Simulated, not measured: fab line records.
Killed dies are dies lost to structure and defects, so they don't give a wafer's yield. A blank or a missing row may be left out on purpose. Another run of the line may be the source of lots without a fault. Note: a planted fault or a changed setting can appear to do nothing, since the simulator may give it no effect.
Which tool is to blame? | flow n5Finfet | 29 wafers from 10 lots sampled at 5 of the route's 1938 steps

== WHAT THE GAUGES READ, wafer by wafer ==
N5_BEOL_M4_RC_MEAS_101.
lot  | measured     | on        | RC_P (ohm.um)
L613 | day 9 05:26  | prober-01 | 18.9 18.8 18.4
L614 | day 13 19:13 | prober-01 | 19.3 19.2 19.4
L615 | day 11 04:26 | prober-02 | 19.0 18.8 18.7
L618 | day 12 00:50 | prober-02 | 18.5 18.4 19.8
L620 | day 12 12:19 | prober-01 | 19.3 19.6 19.4
L621 | day 12 18:04 | prober-02 | 19.1 19.5 19.6
L623 | day 13 09:31 | prober-01 | 19.7 20.3 19.3
L624 | day 13 12:22 | prober-02 | 19.3 19.1 18.7
L629 | day 14 18:20 | prober-01 | 18.7 18.0 19.2
L633 | day 15 06:32 | prober-02 | 19.6 22.6

== WHICH TOOL RAN EACH LOT (tool, then ch and the chambers of the sampled wafers, then the start) ==
lot  | N5_SD_EPI_P_ETCH_47              | N5_BEOL_M4_SPUTTER_96       | N5_BEOL_M4_PRE_CLEAN_60         | N5_BEOL_M4_CO_CAP_55
L613 | rieDiel-02 ch 0,2,3, day 3 21:49 | pvdSputter-03, day 9 04:20  | cvdCo-01 ch 1,2, day 9 05:10    | cvdCo-01 ch 1,2, day 9 05:13
L614 | rieDiel-06 ch 2,3, day 3 22:07   | pvdSputter-02, day 13 17:42 | cvdCo-02 ch 0,1, day 13 18:36   | cvdCo-02 ch 0,1, day 13 18:38
L615 | rieDiel-02 ch 0,3, day 4 09:25   | pvdSputter-02, day 11 02:53 | cvdCo-01 ch 0,1,2, day 11 03:43 | cvdCo-01 ch 0,1,2, day 11 03:47
L618 | rieDiel-02 ch 0,1, day 4 17:57   | pvdSputter-03, day 11 23:35 | cvdCo-02 ch 0,2, day 12 00:25   | cvdCo-02 ch 0,2, day 12 00:27
L620 | rieDiel-02 ch 0,1,3, day 5 09:53 | pvdSputter-03, day 12 11:13 | cvdCo-01 ch 0,1, day 12 12:02   | cvdCo-01 ch 0,1, day 12 12:05
L621 | rieDiel-04 ch 1,2,3, day 5 10:02 | pvdSputter-01, day 12 16:49 | cvdCo-02 ch 0,1, day 12 17:38   | cvdCo-02 ch 0,1, day 12 17:41
L623 | rieDiel-02 ch 0,1, day 6 02:14   | pvdSputter-03, day 13 06:07 | cvdCo-01 ch 0,1, day 13 09:14   | cvdCo-01 ch 0,1, day 13 09:17
L624 | rieDiel-06 ch 1,2,3, day 6 11:11 | pvdSputter-01, day 13 10:56 | cvdCo-01 ch 1,2, day 13 11:56   | cvdCo-01 ch 1,2, day 13 11:59
L629 | rieDiel-02 ch 0,2,3, day 7 12:10 | pvdSputter-01, day 14 16:33 | cvdCo-02 ch 1,2, day 14 17:51   | cvdCo-02 ch 1,2, day 14 17:55
L633 | rieDiel-02 ch 1,3, day 8 14:27   | pvdSputter-03, day 15 05:25 | cvdCo-01 ch 0, day 15 06:15     | cvdCo-01 ch 0, day 15 06:17
- N5_SD_EPI_P_ETCH_47: etches SiOCN in CH3F/O2, target depth 25 nm.
- N5_BEOL_M4_SPUTTER_96: material Cu, target thk 4.5 nm, time 8.29 s.
- N5_BEOL_M4_PRE_CLEAN_60: time 15 s.
- N5_BEOL_M4_CO_CAP_55: material Co, precursor CCTBA/H2, target thk 2 nm, time 102.1 s.

== THE ANSWER, worked out from the rows above alone ==
Rule: what is usual is taken from the lots themselves. Put in order of their means at a reading, lots are off if they are a third of the lots or fewer, leave a main group of 4 or more, and stand apart from it by a gap of 3 or more times the standard deviation of the main group's means; of several such gaps the widest counts. A main group is skipped when, at the precision printed for the reading in the tables above, its means are all equal. Also off: a lot with no number at a reading for which 4 or more lots have one. All remaining lots with rows at the step are treated as sound.
Off: L633, at N5_BEOL_M4_RC_MEAS_101 (RC_P). The main group: mean 19.1 ohm.um, standard deviation 0.36.
If a tool, at a process step before that reading, ran all the lots that are off and no sound lot after the first of them, it fits. Gauges at N5_BEOL_M4_RC_MEAS_101: tried the same way as those tools. Can't be told from this: 4 tools fit, rieDiel-02 at N5_SD_EPI_P_ETCH_47, pvdSputter-03 at N5_BEOL_M4_SPUTTER_96, cvdCo-01 at N5_BEOL_M4_PRE_CLEAN_60 and N5_BEOL_M4_CO_CAP_55, prober-02 at N5_BEOL_M4_RC_MEAS_101.

== WHAT HAD BEEN PUT IN BY THE SIMULATOR ==
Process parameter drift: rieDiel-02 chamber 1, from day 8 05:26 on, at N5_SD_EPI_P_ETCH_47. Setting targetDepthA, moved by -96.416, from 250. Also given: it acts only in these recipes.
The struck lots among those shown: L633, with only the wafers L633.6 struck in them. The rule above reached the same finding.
